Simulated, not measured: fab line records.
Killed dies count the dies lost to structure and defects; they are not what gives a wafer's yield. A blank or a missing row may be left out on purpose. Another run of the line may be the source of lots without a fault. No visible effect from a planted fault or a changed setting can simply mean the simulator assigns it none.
A struck lot beside a sound one / flow n5-finfet / 37 out of 1938 route steps
Sound: these wafers, L906.2, L906.4, L906.6. Struck: wafer L901.5 (left out: L901.1, a lot-mate that was not struck); the cause follows at the end.
At each step with rows: each side's tool, then ch and its chambers, then its first start. Under that, the readings that differ: sound wafers / struck wafers / difference of the means / sigmas: that difference in standard deviations of wafers without a fault.
alike: readings whose means differ by less than 2 such deviations, and words and numbers that are the same on both sides. not compared: withheld readings, readings that some wafer has no value for, bounds like >300 that may hide the same value, and numbers for which the record gives no deviation and whose values overlap.
Wherever a step has rows on one side only, a row that says differs or no value, or a row with sigmas, the two part there. Numbers that have no deviation but don't overlap get no sigmas and don't part them. A reading that every wafer of one side lacks parts them only if that side has two wafers or more.

first, 9 steps without rows for these wafers: N5_WELL_APT_DESCUM_30 (chemistry O2, time 7.9 s); N5_WELL_APT_IMPLANT_31; N5_WELL_APT_IMPLANT_32; N5_WELL_APT_STRIP_33 (strips in SPM, time 900 s); N5_WELL_APT_RTA_34 (time 10 s); N5_WELL_APT_OXIDE_STRIP_42 (strips SiO2 in dHF, time 45 s, target depth 12 nm); N5_WELL_APT_PRECLEAN_36 (cleans in O3/DIW, time 45 s); N5_WELL_APT_PRECLEAN_39 (cleans in dHF, time 60 s); N5_WELL_APT_SRD_37 (time 30 s).
N5_WELL_APT_EPI_41: deposits Si from SiH4/H2, target thk 50 nm, time 297.7 s.
  sound on epi-rpcvd-01 ch 0, day 6 22:11; struck on epi-rpcvd-02 ch 0, day 5 17:19
reading=run-length-s (s); sound=355.9 355.5 356.6; struck=602.8; difference=+246.8; sigmas=+99
reading=model.Si_of_WELL_APT_EPI_41.thk-nm (nm); sound=50.04 50.8 50.12; struck=91.63; difference=+41.31; sigmas=
  alike: susceptor_temp_C_max, throttle-valve-pct
then, 24 steps without rows for these wafers: N5_PMOS_HMC_CHANNEL_EPI_HM_DEP_34 (deposits SiO2 from TEOS/O2, target thk 36 nm, time 6.9 s); N5_PMOS_HMC_CHANNEL_EPI_COAT_31 (time 60 s, resist thk 66 nm); N5_PMOS_HMC_CHANNEL_EPI_COAT_03 (resist thk 205 nm); N5_PMOS_HMC_CHANNEL_EPI_EBR_05; N5_PMOS_HMC_CHANNEL_EPI_SOFTBAKE_04 (time 60 s); N5_PMOS_HMC_CHANNEL_EPI_EXPOSE_06 (exposes mask PMOS HMC BLK, target cd 240 nm); N5_PMOS_HMC_CHANNEL_EPI_PEB_07 (peb time 60 s); N5_PMOS_HMC_CHANNEL_EPI_DEVELOP_08 (develop time 30 s); N5_PMOS_HMC_CHANNEL_EPI_DESCUM_14 (chemistry O2, time 7.9 s); N5_PMOS_HMC_CHANNEL_EPI_ETCH_32 (etches BARC in N2/H2, stops on SiO2, target depth 85.8 nm, time 50.3 s); N5_PMOS_HMC_CHANNEL_EPI_HM_OPEN_15 (chemistry CHF3/O2, target SiO2, target depth 40.6 nm, time 20.3 s); N5_PMOS_HMC_CHANNEL_EPI_STRIP_33 (strips in N2/H2); N5_PMOS_HMC_CHANNEL_EPI_STRIP_17 (strips in SPM, time 750 s); N5_PMOS_HMC_CHANNEL_EPI_ETCH_38 (etches SiO2 in CF4, target depth 1.5 nm); N5_PMOS_HMC_CHANNEL_EPI_FIN_RECESS_16 (chemistry HBr/Cl2, target Si, target depth 54 nm, time 18 s); N5_PMOS_HMC_CHANNEL_EPI_PRECLEAN_36 (cleans in O3/DIW, time 45 s); N5_PMOS_HMC_CHANNEL_EPI_PRECLEAN_18 (cleans in DHF, time 30 s); N5_PMOS_HMC_CHANNEL_EPI_SRD_19 (time 30 s); N5_PMOS_HMC_CHANNEL_EPI_EPI_20 (deposits SiGe30, target thk 59 nm); N5_PMOS_HMC_CHANNEL_EPI_HM_STRIP_35 (strips SiO2 in dHF, material SiO2, target depth 39.6 nm, time 216 s); N5_PMOS_HMC_CHANNEL_EPI_SRD_39 (time 30 s); N5_PMOS_HMC_CHANNEL_EPI_CMP_21 (polishes SiGe30, target thk 54 nm); N5_PMOS_HMC_CHANNEL_EPI_PRECLEAN_40 (cleans in DHF, time 30 s); N5_PMOS_HMC_CHANNEL_EPI_PRECLEAN_37 (cleans in O3/DIW, time 45 s).
N5_SD_EPI_N_STRIP_18: strips in SPM, time 750 s.
  sound on wet-bench-06 ch 0,6,7, day 8 08:04; struck on wet-bench-05 ch 0, day 7 04:47
reading=model.Si_of_WELL_APT_EPI_41.thk-nm (nm); sound=8.8 8.8 9; struck=50.8; difference=+41.9; sigmas=
  alike: bath-guard-temp-C
-- record jumps: 5 days separate the struck wafers' starts on either side; left off in module SD_EPI_N, taken up again in module BEOL_M4, whose first shown step is the route's number 1111 --
N5_BEOL_M4_RC_MEAS_101:
  sound on prober-02 ch 0, day 13 21:13; struck on prober-01 ch 0, day 12 07:28
reading=CJ_N; sound=4.19 4.36 4.27; struck=2.52; difference=-1.75; sigmas=-24
reading=CJ_P; sound=5.55 5.98 5.86; struck=2.21; difference=-3.59; sigmas=-18
reading=DIBL_N (mV/V); sound=34.6 32.1 32.7; struck=54.0; difference=+20.9; sigmas=+12
reading=DIBL_P (mV/V); sound=35.8 32.2 32.7; struck=45.4; difference=+11.8; sigmas=+6
reading=IOFF_N (nA/um); sound=0.16 0.11 0.12; struck=1.67; difference=+1.54; sigmas=+50
reading=IOFF_N_85C (nA/um); sound=3.1 2.4 2.4; struck=22.8; difference=+20.2; sigmas=+40
reading=IOFF_N_LIN (nA/um); sound=0.076 0.059 0.059; struck=0.180; difference=+0.115; sigmas=+10
reading=IOFF_N_LONG (nA/um); sound=5.72e-05 5.93e-05 5.83e-05; struck=5.04e-05; difference=-7.87e-06; sigmas=-3
reading=IOFF_P (nA/um); sound=0.22 0.17 0.18; struck=0.71; difference=+0.52; sigmas=+14
reading=IOFF_P_85C (nA/um); sound=3.7 3.0 3.2; struck=10.2; difference=+6.9; sigmas=+13
reading=IOFF_P_LIN (nA/um); sound=0.106 0.088 0.091; struck=0.167; difference=+0.072; sigmas=+5
reading=ION_N (uA/um); sound=682 672 651; struck=697; difference=+29; sigmas=+3
reading=RS_NWELL (ohm/sq); sound=1037 1029 1037; struck=948; difference=-86; sigmas=-13
reading=RS_PWELL (ohm/sq); sound=2984 2937 2977; struck=2197; difference=-769; sigmas=-32
reading=SS_N (mV/dec); sound=71.6 70.5 70.2; struck=93.1; difference=+22.3; sigmas=+37
reading=SS_P (mV/dec); sound=72.5 72.7 72.6; struck=80.4; difference=+7.8; sigmas=+12
  alike: ION_P, VT_N, VT_P
-- a jump in the record: the struck wafers' starts before and after are 5 days apart (it breaks off in module BEOL_M4 and resumes in module PASSIVATION, where the first step shown is number 1936 of the route) --
N5_PASSIVATION_PROBE_49:
  sound: prober-01 at day 18 17:02; struck: prober-02 at day 16 20:51
reading=killed-at-front-end; sound=44 57 51; struck=19; difference=-32; sigmas=-3
reading=sort_bin_4_leakage (%); sound=0 0 0; struck=93.39; difference=+93.39; sigmas=
reading=sort-n-pass; sound=1076 1068 1064; struck=0; difference=-1069; sigmas=-59
reading=sort-yield-pct (%); sound=91.2 90.5 90.2; struck=0; difference=-91; sigmas=-60
  alike: defect-limited-yield, killed_at_M0_to_M3, killed_at_M4_up, killed-at-contacts, killed-at-other, killed-dies, killed-open, killed-short, sort_bin_5_function, sort_bin_6_memory, sort_bin_8_speed

WHERE THEY PART
At N5_WELL_APT_EPI_41 first; at N5_PASSIVATION_PROBE_49 last (within this record only).

WHY: what the simulator had put in
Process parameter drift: epi-rpcvd-02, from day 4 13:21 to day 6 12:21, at N5_WELL_APT_EPI_41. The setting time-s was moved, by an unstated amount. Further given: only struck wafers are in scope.
